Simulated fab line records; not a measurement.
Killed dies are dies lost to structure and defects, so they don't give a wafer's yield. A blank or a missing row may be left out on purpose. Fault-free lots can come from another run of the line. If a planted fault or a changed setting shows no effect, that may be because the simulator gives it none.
Matching of chambers | flow nandHarc | NHARC_P_M2_STRIP_18 on rieDiel-03 has 4 sister chambers
The step strips in N2/H2. 16 wafers are shown with their chamber, then 8 later ones without.

== EACH WAFER AND ITS CHAMBER ==
wafer  | chamber | drypumpMotorCurrentA (A) | oesProductAu (a.u.) | throttleValvePct (%)
L074.1 | 0       | 5.9                      | 1.004               | 14.187
L074.3 | 1       | 5.8                      | 0.987               | 14.187
L074.5 | 0       | 5.9                      | 0.993               | 14.176
L075.1 | 0       | 5.9                      | 1.007               | 14.183
L075.3 | 3       | 5.9                      | 1.002               | 14.157
L075.4 | 1       | 5.8                      | 0.992               | 14.171
L076.1 | 3       | 5.9                      | 0.996               | 14.178
L076.4 | 2       | 5.8                      | 1.000               | 14.176
L076.6 | 1       | 5.8                      | 0.999               | 14.166
L079.1 | 1       | 5.7                      | 0.986               | 14.172
L079.4 | 0       | 5.9                      | 0.996               | 14.171
L079.5 | 3       | 5.9                      | 1.004               | 14.183
L082.3 | 2       | 5.7                      | 1.001               | 14.176
L082.5 | 2       | 5.8                      | 1.024               | 14.150
L082.6 | 1       | 5.7                      | 0.990               | 14.170
L088.3 | 1       | 5.7                      | 0.991               | 14.166

SIGNATURES (averages over the wafers above)
reading              | chamber 0 | chamber 1 | chamber 2 | chamber 3 | scatter within a chamber
drypumpMotorCurrentA | 5.900     | 5.750     | 5.767     | 5.900     | 0.0425
oesProductAu         | 1.00000   | 0.99083   | 1.00833   | 1.00067   | 0.0073
throttleValvePct     | 14.17925  | 14.17200  | 14.16733  | 14.17267  | 0.0104
Rule: distance of a wafer from a chamber = root of the sum over the readings of ((wafer's reading minus chamber's mean) / reading's scatter) squared. The wafer belongs to the nearest chamber; if the next one is less than 2 further off, it can't be placed. How the scatter is found: for the shown wafers, subtract from each reading the mean of its chamber, square and add these, divide the total by (wafers less chambers), then take the root.

== WAFERS WHOSE CHAMBER IS MISSING ==
wafer  | drypumpMotorCurrentA (A) | oesProductAu (a.u.) | throttleValvePct (%)
L088.4 | 5.9                      | 1.002               | 14.185
L088.6 | 5.9                      | 1.006               | 14.181
L092.3 | 5.9                      | 1.019               | 14.179
L092.4 | 5.8                      | 0.991               | 14.173
L092.5 | 5.7                      | 1.003               | 14.177
L095.2 | 5.7                      | 1.012               | 14.173
L095.4 | 5.9                      | 1.024               | 14.185
L095.5 | 5.9                      | 1.006               | 14.157

== THE CHAMBER EACH PASSED THROUGH ==
wafer  | from the rows above               | in truth
L088.4 | can't be placed: 0 or 3           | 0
L088.6 | can't be placed: 0 or 3           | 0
L092.3 | can't be placed: 3 or 0 or 2      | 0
L092.4 | can't be placed: 1 or 2 or 3 or 0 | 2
L092.5 | can't be placed: 2 or 1           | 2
L095.2 | can't be placed: 2 or 1           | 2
L095.4 | can't be placed: 0 or 3 or 2      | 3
L095.5 | can't be placed: 3 or 0 or 2      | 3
Correctly placed: 0 of 8. Can't be placed from these rows: 8 (the true chamber is among the candidates in 8). 0 placed wrongly.
